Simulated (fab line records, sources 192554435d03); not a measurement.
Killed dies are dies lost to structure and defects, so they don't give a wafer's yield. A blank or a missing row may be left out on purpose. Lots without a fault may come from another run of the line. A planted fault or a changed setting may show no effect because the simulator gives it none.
fab line records | flow n5_finfet
record lots=4 wafers=12 last_day=18
route steps=1938 shown BEOL_M4@1099 BEOL_M5@1112 BEOL_M7@1323 PASSIVATION@1936
lots that met no fault: from a run of the same line without faults
start_h: hours from the record's first day to the start of the lot's first wafer shown | wait_h: hours since the lot's step before | " the same as in the row above | L1.1+2: a row that stands for several wafers | - no value, or no start given | * or withheld: withheld | < > ~ a bound
route shown NAME@n: a module of which the file shows steps, and the number in the route of the first | usual: mean/standard deviation of fault-free wafers | same: alike in all rows | chamber/n: place in a boat | sites: the reading at each site | _std_site: their standard deviation | _edge_site: outer sites' mean less inner sites' | radius_mm: how far each site lies from the wafer's centre | mask NAME#n: copy n | behind: the tool/chamber that last shaped the wafer | hold: why the lot was held/for how many hours/how that ended | device: the transistor (n, p or np) that didn't switch | end of line: the same wafers' tests at the end of the route | a step without rows: its recipe alone | killed: dies lost to structure and defects at the first sort, not the wafer's yield | map: a wafer's dies, x killed, . not, _ none there
set.NAME: the setting as run; set.NAME@STEP: as run at that earlier step | model.NAME: the simulator's own value behind a step, which no gauge read
lots at some steps of the route; a table a step, a row a wafer
services: from which hour (start_h, from the record's first day; less than 0 if before it) a tool's chamber was out of use, for how many hours, and why
## steps
# step N5_BEOL_M4_ANNEAL_95
# recipe temp_c=400 time_s=240 ambient=vacuum
# step N5_BEOL_M4_SPUTTER_96
# recipe material=Cu target_thk_a=45 temp_c=-20 chamber_pressure_pa=0.07 power_w=withheld time_s=8.29
# step N5_BEOL_M4_ECD_50
# recipe material=Cu target_thk_a=3000
# step N5_BEOL_M4_ANNEAL_51
# recipe temp_c=225 time_s=90 ambient=N2
# step N5_BEOL_M4_CMP_52
# recipe stop_on=SiOC t_overpolish_s=6.8 down_force_psi=1 platen_rpm=50 clearing_platen_down_force_psi=1.5 clearing_platen_rpm=50 post_cmp_clean=cu_alkaline target_thk_nm=40 clearing_platen_pad_velocity_m_s=0.99484 pad_velocity_m_s=0.99484
# step N5_BEOL_M4_PRE_CLEAN_60
# recipe gas=NH3/H2 time_s=15 temp_c=* rf_power_w=300
# step N5_BEOL_M4_CO_CAP_55
# recipe material=Co target_thk_a=20 temp_c=200 precursor=CCTBA/H2 pressure_torr=30 time_s=102.1
# step N5_BEOL_M4_PRE_CLEAN_56
# recipe gas=NH3 time_s=15 temp_c=withheld rf_power_w=300
# step N5_BEOL_M4_DEP_57
# recipe material=SiCN target_thk_a=80 temp_c=withheld precursor=3MS/NH3 pressure_torr=3 rf_w=202 time_s=14
# step N5_BEOL_M4_RC_MEAS_101
# usual DIBL_N=35.9/1.7 DIBL_P=36.0/2.2 IOFF_N=0.16/0.031 IOFF_P=0.21/0.039 ION_N=678/13 ION_P=464/8.8 SS_N=71.5/0.61 SS_P=73.2/0.68 VT_N=249/3.3 VT_P=-250/3.8
# columns lot.wafer tool chamber start_h wait_h DIBL_N[mV/V] DIBL_P[mV/V] IOFF_N[nA/um] IOFF_P[nA/um] ION_N[uA/um] ION_P[uA/um] SS_N[mV/dec] SS_P[mV/dec] VT_N[mV] VT_P[mV]
L954.1 prober-01 0 219.82 0.0 34.7 37.0 0.14 0.22 662 462 71.3 73.8 253 -249
L954.3 " 0 " " 37.3 40.0 0.22 0.28 689 469 72.0 74.1 247 -243
L954.4 " 0 " " 35.4 36.3 0.16 0.21 679 465 71.6 72.9 251 -247
L955.1 prober-01 0 226.49 0.0 37.0 38.6 0.18 0.21 692 464 71.9 73.2 248 -251
L955.4 " 0 " " 36.8 36.7 0.16 0.19 670 449 71.3 73.1 250 -252
L955.5 " 0 " " 37.0 38.6 0.17 0.23 686 469 71.5 73.7 247 -249
L965.2 prober-02 0 285.22 0.2 37.5 37.9 0.17 0.22 680 468 71.4 73.1 248 -250
L965.3 " 0 " " 36.1 36.5 0.17 0.19 687 471 70.9 73.0 250 -253
L965.4 " 0 " " 36.1 35.8 0.15 0.18 672 460 72.1 73.7 250 -254
L968.1 prober-02 0 313.75 0.0 37.4 37.5 0.17 0.22 683 462 72.3 73.0 250 -250
L968.2 " 0 " " 36.9 36.5 0.15 0.21 677 463 71.5 73.4 249 -251
L968.4 " 0 " " 36.4 34.9 0.15 0.19 681 458 71.9 73.0 249 -251
# step N5_BEOL_M5_ILD_DEP_00
# recipe material=SiCOH_lowk target_thk_a=1406.4 temp_c=300 precursor=DEMS/porogen pressure_torr=5 rf_w=500 time_s=25.9
# step N5_BEOL_M5_CURE_79
# recipe temp_c=385 time_s=240 ambient=He/Ar material=SiCOH_lowk
# step N5_BEOL_M5_PECVD_70
# recipe material=SiO2 target_thk_a=160 temp_c=400 precursor=TEOS/O2 pressure_torr=5.5 rf_w=450 teos_flow_sccm=53.8 gas=O2 flow_sccm=3000 time_s=18
# step N5_BEOL_M5_HM_DEP_02
# recipe material=TiN target_thk_a=200 temp_c=25 chamber_pressure_pa=0.49996
# step N5_BEOL_M5_COAT_59
# recipe resist=SOC temp_c=250 time_s=60 spin_rpm=1500 resist_thk_nm=60
# step N5_BEOL_M5_COAT_60
# recipe resist=SiARC temp_c=220 time_s=60 spin_rpm=1500 resist_thk_nm=12
# step N5_BEOL_M5_COAT_71
# recipe resist=underlayer temp_c=205 time_s=60 spin_rpm=1500 resist_thk_nm=5
# step N5_BEOL_M5_COAT_05
# recipe resist=CAR-EUV spin_rpm=1500 resist_thk_nm=30
# step N5_BEOL_M5_EBR_07
# recipe solvent=PGMEA ebr_width_mm=1.5
# step N5_BEOL_M5_SOFTBAKE_06
# recipe temp_c=110 time_s=60 resist=CAR-EUV
# step N5_BEOL_M5_EXPOSE_08
# recipe mask_id=M5 na=0.33 source_shape=annular sigma_inner=0.4 sigma_outer=0.8 polarization=unpolarized target_cd_nm=28 dose_mj=35.75
# step N5_BEOL_M5_PEB_09
# recipe peb_temp_c=100 peb_time_s=60 resist=CAR-EUV
# step N5_BEOL_M5_DEVELOP_10
# recipe develop_time_s=30 developer=TMAH resist=CAR-EUV rinse_liquid=surfactant_rinse dry=air_spin dev_temp_c=23
# step N5_BEOL_M5_DESCUM_16
# recipe chemistry=O2 time_s=7 source_power_w=50 bias_power_w=20 pressure_mtorr=20 rf_frequency_hz=2.712e+07 temp_c=40 resist=CAR-EUV o2_flow_sccm=225
# step N5_BEOL_M5_ETCH_72
# recipe chemistry=N2/H2 target=underlayer target_depth_a=65 mask_material=CAR-EUV time_s=5.2 ion_energy_ev=200 pressure_mtorr=30 source_w=840 bias_w=150 n2_flow_sccm=200 h2_flow_sccm=200 ends=cleared
# step N5_BEOL_M5_ETCH_61
# recipe chemistry=CF4 target=SiARC target_depth_a=156 mask_material=CAR-EUV time_s=26 ion_energy_ev=80 pressure_mtorr=40 source_w=545 bias_w=36 Ar_flow_sccm=100 cf4_flow_sccm=100 ends=cleared
# step N5_BEOL_M5_ETCH_62
# recipe chemistry=N2/H2 target=SOC target_depth_a=750 overetch_a=150 mask_material=SiARC temp_c=40 time_s=112.5 ion_energy_ev=200 pressure_mtorr=30 source_w=840 bias_w=150 n2_flow_sccm=200 h2_flow_sccm=200
# step N5_BEOL_M5_STRIP_63
# recipe chemistry=N2/H2 temp_c=40 n2_flow_sccm=200 h2_flow_sccm=200 rf_frequency_hz=6e+07
# step N5_BEOL_M5_STRIP_73
# recipe chemistry=N2/H2 temp_c=40 n2_flow_sccm=200 h2_flow_sccm=200 rf_frequency_hz=6e+07
# step N5_BEOL_M5_STRIP_64
# recipe chemistry=CF4 resist=SiARC power_w=300 bias_power_w=75 pressure_mtorr=50 cf4_flow_sccm=150 rf_frequency_hz=6e+07
# step N5_BEOL_M5_HM_OPEN_17
# recipe chemistry=Cl2/BCl3 target_depth_a=200 overetch_a=60 target=TiN mask_material=SOC ion_energy_ev=150 pressure_mtorr=10 icp_w=1000 bias_w=126 Cl2_flow_sccm=53.25 bcl3_flow_sccm=21.75 Ar_flow_sccm=25
# step N5_BEOL_M5_STRIP_19
# recipe chemistry=O2 power_w=400 temp_c=40 pressure_mtorr=30 rf_frequency_hz=6e+07 bias_power_w=0 overash_fraction=0.2 o2_flow_sccm=225
# step N5_BEOL_M5_COAT_65
# recipe resist=SOC temp_c=250 time_s=60 spin_rpm=1500 resist_thk_nm=60
# step N5_BEOL_M5_COAT_66
# recipe resist=SiARC temp_c=220 time_s=60 spin_rpm=1500 resist_thk_nm=12
# step N5_BEOL_M7_SPUTTER_48
# recipe material=Cu target_thk_a=100 temp_c=-20 bias_v=60 power_w=26000 chamber_pressure_pa=0.13 time_s=1.667
# usual bias_v=60.0/0.61 cathode_dc_power_W=26000/4.3 chuck_sensor_temp_C=-16.2/0.68 throttle_valve_pct=30.2/1.1
# columns lot.wafer tool chamber start_h wait_h bias_v cathode_dc_power_W chuck_sensor_temp_C throttle_valve_pct
L954.1 pvd_sputter-01 - 252.36 0.1 - - - -
L954.3 " - " " - - - -
L954.4 " - " " - - - -
L955.1 pvd_sputter-01 - 253.77 0.3 - - - -
L955.4 " - " " - - - -
L955.5 " - " " - - - -
L965.2 pvd_sputter-02 - 313.88 0.1 59.5 26000 -15.7 29.7
L965.3 " - " " 59.5 25999 -17.1 27.6
L965.4 " - " " 59.4 26005 -17.0 31.3
L968.1 pvd_sputter-01 - 348.85 0.1 60.6 25999 -15.3 29.9
L968.2 " - " " 59.5 26001 -17.2 31.5
L968.4 " - " " 60.3 25995 -16.6 28.6
# step N5_BEOL_M7_CMP_52
# recipe stop_on=SiCOH_lowk t_overpolish_s=6.9 down_force_psi=1 platen_rpm=50 clearing_platen_down_force_psi=1.5 clearing_platen_rpm=50 post_cmp_clean=cu_alkaline target_thk_nm=80 clearing_platen_pad_velocity_m_s=0.99484 pad_velocity_m_s=0.99484
# usual motor_current_A=5.8/0.41 pad_life_wafers=1015/770 time_to_endpoint_s=61.0/2.9
# columns lot.wafer tool chamber start_h wait_h motor_current_A pad_life_wafers time_to_endpoint_s
L954.1 cmp-02 3 252.90 0.3 6.1 103 1.3
L954.4 " 0 " " 5.5 104 1.9
L954.3 " 1 " " 6.4 105 0.0
L955.1 cmp-01 0 254.27 0.3 6.1 390 0.0
L955.4 " 3 " " 5.6 393 0.0
L955.5 " 0 " " 5.9 - 0.0
L965.3 cmp-04 0 314.40 0.2 5.7 60 59.7
L965.4 " 1 " " 5.8 61 56.6
L965.2 " 2 " " 5.7 62 60.5
L968.1 cmp-04 2 349.36 0.3 5.7 360 61.8
L968.2 " 0 " " 5.7 362 64.4
L968.4 " 1 " " 5.9 363 59.7
# step N5_PASSIVATION_PROBE_49
# usual defect_limited_yield=90.9/1.5 killed_at_M0_to_M3=36/10 killed_at_M4_up=13/5.5 killed_at_contacts=12/5.6 killed_at_front_end=42/12 killed_at_other=4/3.2 killed_dies=108/18 killed_on_rim=15/4.1 killed_open=71/13 killed_short=34/7.8 sort_bin_5_function=5.4/1 sort_bin_6_memory=3.4/0.68 sort_n_pass=1072/18 sort_yield_pct=90.9/1.5
# same gross_dies=1180 killed_at_back_side=0 sort_bin_4_leakage[%]=0 sort_bin_8_speed[%]=0
# columns lot.wafer tool chamber start_h wait_h defect_limited_yield[%] killed_at_M0_to_M3 killed_at_M4_up killed_at_contacts killed_at_front_end killed_at_other killed_dies killed_on_rim killed_open killed_short sort_bin_5_function[%] sort_bin_6_memory[%] sort_n_pass sort_yield_pct[%]
L954.1 prober-01 - 339.66 0.0 0 55 1081 12 30 2 1180 152 63 40 97.0 2.9 0 0
L954.3 prober-01 - 339.76 0.1 0 49 1071 23 35 2 1180 152 78 41 95.3 4.4 0 0
L954.4 prober-01 - 339.81 0.2 0 38 1065 20 55 2 1180 152 91 35 95.9 3.8 0 0
L955.1 prober-02 - 340.49 0.0 0 47 1080 13 36 4 1180 152 85 26 95.7 3.8 0 0
L955.4 prober-02 - 340.64 0.2 0 49 1084 12 26 9 1180 152 80 23 96.9 3.1 0 0
L955.5 prober-02 - 340.69 0.2 0 45 1075 10 49 1 1180 152 82 27 96.8 3.1 0 0
# killed by level:class
L954.1 BEOL_M7:area_sputter=540 BEOL_M7:area_ecd=536 BEOL_M3:geometric_particle:open=13 BEOL_M2:geometric_particle:open=11 FIN_SAQP:geometric_particle:short=10 MOL_CONTACT_COAG:geometric_particle:open=8 BEOL_M0_SAQP:geometric_particle:open=8 BEOL_M0_SAQP:geometric_particle:short=7
L954.3 BEOL_M7:area_ecd=556 BEOL_M7:area_sputter=503 MOL_CONTACT_COAG:geometric_particle:open=16 BEOL_M3:geometric_particle:open=11 BEOL_M0_SAQP:geometric_particle:open=9 FIN_SAQP:geometric_particle:short=8 BEOL_M0_SAQP:geometric_particle:short=8 FIN_SAQP:geometric_particle:open=7
L954.4 BEOL_M7:area_sputter=528 BEOL_M7:area_ecd=526 FIN_SAQP:geometric_particle:short=16 MOL_CONTACT_COAG:geometric_particle:open=16 STI_FIN_REVEAL:geometric_particle:open=13 FIN_SAQP:geometric_particle:open=10 BEOL_M2:geometric_particle:open=8 BEOL_M0:geometric_particle:open=7
L955.1 BEOL_M7:area_ecd=538 BEOL_M7:area_sputter=529 MOL_CONTACT_COAG:geometric_particle:open=12 BEOL_M2:geometric_particle:open=12 BEOL_M3:geometric_particle:open=12 BEOL_M1:geometric_particle:open=10 STI_FIN_REVEAL:geometric_particle:open=9 FIN_SAQP:geometric_particle:open=8
L955.4 BEOL_M7:area_sputter=540 BEOL_M7:area_ecd=536 BEOL_M3:geometric_particle:open=14 BEOL_M1:geometric_particle:open=13 BEOL_M2:geometric_particle:open=13 MOL_CONTACT_COAG:geometric_particle:open=12 STI_FIN_REVEAL:geometric_particle:open=6 BEOL_M5:geometric_particle:open=5
L955.5 BEOL_M7:area_sputter=563 BEOL_M7:area_ecd=508 BEOL_M3:geometric_particle:open=15 STI_FIN_REVEAL:geometric_particle:open=14 BEOL_M2:geometric_particle:open=14 DUMMY_GATE:geometric_particle:open=9 MOL_CONTACT_COAG:geometric_particle:open=8 BEOL_M1:geometric_particle:open=8
# map L954.1 (x killed, . not)
_________________xxxxxxxxxxxx________________
______________xxxxxxxxxxxxxxxxxx_____________
___________xxxxxxxxxxxxxxxxxxxxxxxx__________
__________xxxxxxxxxxxxxxxxxxxxxxxxxx_________
________xxxxxxxxxxxxxxxxxxxxxxxxxxxxxx_______
_______xxxxxxxxxxxxxxxxxxxxxxxxxxxxxxxx______
______xxxxxxxxxxxxxxxxxxxxxxxxxxxxxxxxxx_____
_____xxxxxxxxxxxxxxxxxxxxxxxxxxxxxxxxxxxx____
____xxxxxxxxxxxxxxxxxxxxxxxxxxxxxxxxxxxxxx___
___xxxxxxxxxxxxxxxxxxxxxxxxxxxxxxxxxxxxxxxx__
___xxxxxxxxxxxxxxxxxxxxxxxxxxxxxxxxxxxxxxxx__
__xxxxxxxxxxxxxxxxxxxxxxxxxxxxxxxxxxxxxxxxxx_
__xxxxxxxxxxxxxxxxxxxxxxxxxxxxxxxxxxxxxxxxxx_
_xxxxxxxxxxxxxxxxxxxxxxxxxxxxxxxxxxxxxxxxxxxx
_xxxxxxxxxxxxxxxxxxxxxxxxxxxxxxxxxxxxxxxxxxxx
_xxxxxxxxxxxxxxxxxxxxxxxxxxxxxxxxxxxxxxxxxxxx
_xxxxxxxxxxxxxxxxxxxxxxxxxxxxxxxxxxxxxxxxxxxx
_xxxxxxxxxxxxxxxxxxxxxxxxxxxxxxxxxxxxxxxxxxxx
_xxxxxxxxxxxxxxxxxxxxxxxxxxxxxxxxxxxxxxxxxxxx
_xxxxxxxxxxxxxxxxxxxxxxxxxxxxxxxxxxxxxxxxxxxx
_xxxxxxxxxxxxxxxxxxxxxxxxxxxxxxxxxxxxxxxxxxxx
__xxxxxxxxxxxxxxxxxxxxxxxxxxxxxxxxxxxxxxxxxx_
__xxxxxxxxxxxxxxxxxxxxxxxxxxxxxxxxxxxxxxxxxx_
___xxxxxxxxxxxxxxxxxxxxxxxxxxxxxxxxxxxxxxxx__
___xxxxxxxxxxxxxxxxxxxxxxxxxxxxxxxxxxxxxxxx__
____xxxxxxxxxxxxxxxxxxxxxxxxxxxxxxxxxxxxxx___
_____xxxxxxxxxxxxxxxxxxxxxxxxxxxxxxxxxxxx____
______xxxxxxxxxxxxxxxxxxxxxxxxxxxxxxxxxx_____
_______xxxxxxxxxxxxxxxxxxxxxxxxxxxxxxxx______
________xxxxxxxxxxxxxxxxxxxxxxxxxxxxxx_______
__________xxxxxxxxxxxxxxxxxxxxxxxxxx_________
___________xxxxxxxxxxxxxxxxxxxxxxxx__________
______________xxxxxxxxxxxxxxxxxx_____________
_________________xxxxxxxxxxxx________________
# map L955.1 (x killed, . not)
_________________xxxxxxxxxxxx________________
______________xxxxxxxxxxxxxxxxxx_____________
___________xxxxxxxxxxxxxxxxxxxxxxxx__________
__________xxxxxxxxxxxxxxxxxxxxxxxxxx_________
________xxxxxxxxxxxxxxxxxxxxxxxxxxxxxx_______
_______xxxxxxxxxxxxxxxxxxxxxxxxxxxxxxxx______
______xxxxxxxxxxxxxxxxxxxxxxxxxxxxxxxxxx_____
_____xxxxxxxxxxxxxxxxxxxxxxxxxxxxxxxxxxxx____
____xxxxxxxxxxxxxxxxxxxxxxxxxxxxxxxxxxxxxx___
___xxxxxxxxxxxxxxxxxxxxxxxxxxxxxxxxxxxxxxxx__
___xxxxxxxxxxxxxxxxxxxxxxxxxxxxxxxxxxxxxxxx__
__xxxxxxxxxxxxxxxxxxxxxxxxxxxxxxxxxxxxxxxxxx_
__xxxxxxxxxxxxxxxxxxxxxxxxxxxxxxxxxxxxxxxxxx_
_xxxxxxxxxxxxxxxxxxxxxxxxxxxxxxxxxxxxxxxxxxxx
_xxxxxxxxxxxxxxxxxxxxxxxxxxxxxxxxxxxxxxxxxxxx
_xxxxxxxxxxxxxxxxxxxxxxxxxxxxxxxxxxxxxxxxxxxx
_xxxxxxxxxxxxxxxxxxxxxxxxxxxxxxxxxxxxxxxxxxxx
_xxxxxxxxxxxxxxxxxxxxxxxxxxxxxxxxxxxxxxxxxxxx
_xxxxxxxxxxxxxxxxxxxxxxxxxxxxxxxxxxxxxxxxxxxx
_xxxxxxxxxxxxxxxxxxxxxxxxxxxxxxxxxxxxxxxxxxxx
_xxxxxxxxxxxxxxxxxxxxxxxxxxxxxxxxxxxxxxxxxxxx
__xxxxxxxxxxxxxxxxxxxxxxxxxxxxxxxxxxxxxxxxxx_
__xxxxxxxxxxxxxxxxxxxxxxxxxxxxxxxxxxxxxxxxxx_
___xxxxxxxxxxxxxxxxxxxxxxxxxxxxxxxxxxxxxxxx__
___xxxxxxxxxxxxxxxxxxxxxxxxxxxxxxxxxxxxxxxx__
____xxxxxxxxxxxxxxxxxxxxxxxxxxxxxxxxxxxxxx___
_____xxxxxxxxxxxxxxxxxxxxxxxxxxxxxxxxxxxx____
______xxxxxxxxxxxxxxxxxxxxxxxxxxxxxxxxxx_____
_______xxxxxxxxxxxxxxxxxxxxxxxxxxxxxxxx______
________xxxxxxxxxxxxxxxxxxxxxxxxxxxxxx_______
__________xxxxxxxxxxxxxxxxxxxxxxxxxx_________
___________xxxxxxxxxxxxxxxxxxxxxxxx__________
______________xxxxxxxxxxxxxxxxxx_____________
_________________xxxxxxxxxxxx________________
## services
# columns tool chamber start_h hours kind
cmp-02 - 235.02 4.0 pm
cmp-02 - 239.02 - consumable_replace:conditioner
cmp-02 - 239.02 - consumable_replace:pad
cmp-01 - 269.35 1.0 repair
pvd_sputter-02 - 279.52 3.8 repair
cmp-02 - 288.05 1.8 repair
cmp-04 - 303.32 4.0 pm
cmp-02 - 304.67 2.7 repair
cmp-04 - 307.32 - consumable_replace:conditioner
cmp-04 - 307.32 - consumable_replace:pad
pvd_sputter-01 - 320.04 19.6 repair
cmp-02 - 338.04 3.0 repair
cmp-01 - 340.63 5.8 pm
## key
first_sign step=N5_BEOL_M7_SPUTTER_48 reading=tool_record direction=missing
effect step=N5_BEOL_M7_CMP_52 reading=time_to_endpoint_s direction=down sigmas=21 usual=* struck=*
effect step=N5_PASSIVATION_PROBE_49 reading=killed_at_M4_up direction=up sigmas=99+ usual=13 struck=1076
more_kills_born_at N5_BEOL_M7_SPUTTER_48@pvd_sputter-01=3203 N5_BEOL_M7_ECD_50@ecd_cu-02=3200
met_at N5_BEOL_M7_SPUTTER_48
struck_wafers L954.1,L954.3,L954.4,L955.1,L955.4,L955.5
later_rows_left_out L954.1,L954.3,L954.4,L955.1,L955.4,L955.5
fault kind=skipped_step_whole tool=pvd_sputter-01 chamber=- onset_h=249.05 steps=N5_BEOL_M7_SPUTTER_48 scope=struck_lots_only
# later_rows_left_out: the simulator's readings of these wafers behind a module that went badly wrong aren't trusted and aren't shown, but for the sort
